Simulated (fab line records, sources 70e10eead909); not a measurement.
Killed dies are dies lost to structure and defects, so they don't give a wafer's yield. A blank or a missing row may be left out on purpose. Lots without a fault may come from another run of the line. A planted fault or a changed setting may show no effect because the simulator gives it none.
Which tool did it? | flow nand_harc | 6 lots, 18 wafers sampled, at 5 steps of a route of 1159

WHAT THE GAUGES READ, wafer by wafer
NHARC_END_SORT_01.
lot  | measured     | on        | killed_dies
L899 | day 21 01:45 | prober-01 | 669 655 638
L904 | day 23 09:22 | prober-02 | 654 668 659
L913 | day 24 18:15 | prober-02 | 36 33 35

WHICH TOOL RAN EACH LOT (tool, then ch and the chambers of the sampled wafers, then the start)
lot  | NHARC_A_STAIRCASE_DESCUM_186       | NHARC_A_STAIRCASE_ETCH_188         | NHARC_A_STAIRCASE_TRIM_193                    | NHARC_A_STAIRCASE_TRIM_198
L894 | rie_diel-02 ch 0,1,2, day 11 11:48 | rie_diel-02 ch 0,1,3, day 11 12:02 | rie_diel-02 ch 0,1,3, no start                | rie_diel-02 ch 0,1,2, no start
L899 | rie_diel-02 ch 0,3, day 13 01:37   | rie_diel-02 ch 1,2, day 13 01:52   | rie_diel-02 ch 1,2,3, day 21 01:45 or earlier | rie_diel-02 ch 1,2, day 21 01:45 or earlier
L904 | rie_diel-02 ch 0,1,2, day 14 14:17 | rie_diel-02 ch 2,3, day 14 14:32   | rie_diel-02 ch 0,1,2, day 23 09:22 or earlier | rie_diel-02 ch 0,1,2, day 23 09:22 or earlier
L910 | rie_diel-01 ch 0,1,3, day 15 04:53 | rie_diel-01 ch 0,2,3, day 15 05:11 | rie_diel-01 ch 0,1,2, no start                | rie_diel-01 ch 1,2,3, no start
L913 | rie_diel-08 ch 0,1,3, day 15 19:55 | rie_diel-08 ch 2,3, day 15 21:42   | rie_diel-08 ch 0,1,3, day 24 18:15 or earlier | rie_diel-08 ch 0,3, day 24 18:15 or earlier
L912 | rie_diel-08 ch 0,1,2, day 16 01:17 | rie_diel-08 ch 1,3, day 16 01:36   | rie_diel-08 ch 1,2,3, no start                | rie_diel-01 ch 0,3, no start
- NHARC_A_STAIRCASE_DESCUM_186: chemistry O2, time 3 s.
- NHARC_A_STAIRCASE_ETCH_188: etches the open film in C4F8/O2, target depth 100 nm, time 40.5 s.
- NHARC_A_STAIRCASE_TRIM_193: chemistry O2, time 211.2 s.
- NHARC_A_STAIRCASE_TRIM_198: chemistry O2, time 211.2 s.

THE ANSWER, worked out from the rows above alone
Rule: what is usual is taken from the lots themselves. Put in order of their means at a reading, lots are off if they are a third of the lots or fewer, leave a main group of 4 or more, and stand apart from it by a gap of 3 or more times the standard deviation of the main group's means; of several such gaps the widest counts. A main group whose means are all the same, to the digits that the tables above print for the reading, isn't used. A lot without any number at a reading at which 4 lots or more have one is off too. The other lots that the step has rows for count as sound.
No lot is off at any reading shown: from this, nothing can be told.

WHAT THE SIMULATOR HAD PUT IN
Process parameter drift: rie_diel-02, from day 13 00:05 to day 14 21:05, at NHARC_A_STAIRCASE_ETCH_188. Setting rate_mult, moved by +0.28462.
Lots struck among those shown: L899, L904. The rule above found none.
